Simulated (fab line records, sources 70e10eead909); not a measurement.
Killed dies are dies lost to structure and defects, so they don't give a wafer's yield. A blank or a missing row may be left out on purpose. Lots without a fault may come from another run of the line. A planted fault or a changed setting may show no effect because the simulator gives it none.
Chamber matching | flow nand_harc | NHARC_A_DECK1_JOINT_ETCHBACK_00 on rie_si-01: 4 sister chambers
The step etches the open film in HBr, target depth 30 nm, time 17.4 s. 14 wafers are shown with their chamber, then 7 later ones without.

WAFERS WITH THEIR CHAMBER
wafer  | chamber | oes_product_au (a.u.) | throttle_valve_pct (%)
L076.1 | 0       | 0.996                 | 23.272
L076.2 | 1       | 0.996                 | 23.259
L076.5 | 2       | 0.989                 | 23.255
L077.2 | 0       | 0.983                 | 23.273
L077.4 | 2       | 0.979                 | 23.273
L077.6 | 1       | 0.992                 | 23.285
L079.2 | 3       | 1.000                 | 23.274
L079.5 | 0       | 0.992                 | 23.269
L079.6 | 3       | 1.011                 | 23.255
L081.1 | 0       | 0.997                 | 23.275
L081.2 | 2       | 0.988                 | 23.269
L081.4 | 3       | 1.006                 | 23.254
L085.3 | 0       | 0.996                 | 23.254
L085.4 | 2       | 0.993                 | 23.271

SIGNATURES (means of the wafers above)
reading            | chamber 0 | chamber 1 | chamber 2 | chamber 3 | scatter within a chamber
oes_product_au     | 0.99280   | 0.99400   | 0.98725   | 1.00567   | 0.00555
throttle_valve_pct | 23.26860  | 23.27200  | 23.26700  | 23.26100  | 0.0104
Rule: a wafer's distance from a chamber is the root of the sum, over the readings, of the square of ((its reading less the chamber's mean) divided by the reading's scatter). The wafer belongs to the nearest chamber; if the next one is less than 2 further off, it can't be placed. The scatter: the root of (the sum of the squares of (reading less its chamber's mean) over the shown wafers, divided by (wafers less chambers)).

WAFERS WITHOUT THEIR CHAMBER
wafer  | oes_product_au (a.u.) | throttle_valve_pct (%)
L085.5 | 0.985                 | 23.274
L089.2 | 1.018                 | 23.256
L089.3 | 0.993                 | 23.256
L089.6 | 1.001                 | 23.281
L091.1 | 0.990                 | 23.242
L091.2 | 1.007                 | 23.266
L091.3 | 0.985                 | 23.260

WHICH CHAMBER EACH WENT THROUGH
wafer  | from the rows above               | in truth
L085.5 | can't be placed: 2 or 0 or 1      | 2
L089.2 | 3                                 | 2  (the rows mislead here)
L089.3 | can't be placed: 0 or 2 or 1 or 3 | 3
L089.6 | can't be placed: 1 or 0 or 3 or 2 | 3
L091.1 | can't be placed: 2 or 0 or 1 or 3 | 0
L091.2 | can't be placed: 3 or 1           | 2
L091.3 | can't be placed: 2 or 0 or 1      | 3
Placed correctly: 0 of 7. Can't be placed from these rows: 6 (the true chamber is among the candidates in 4). Placed wrongly: 1.
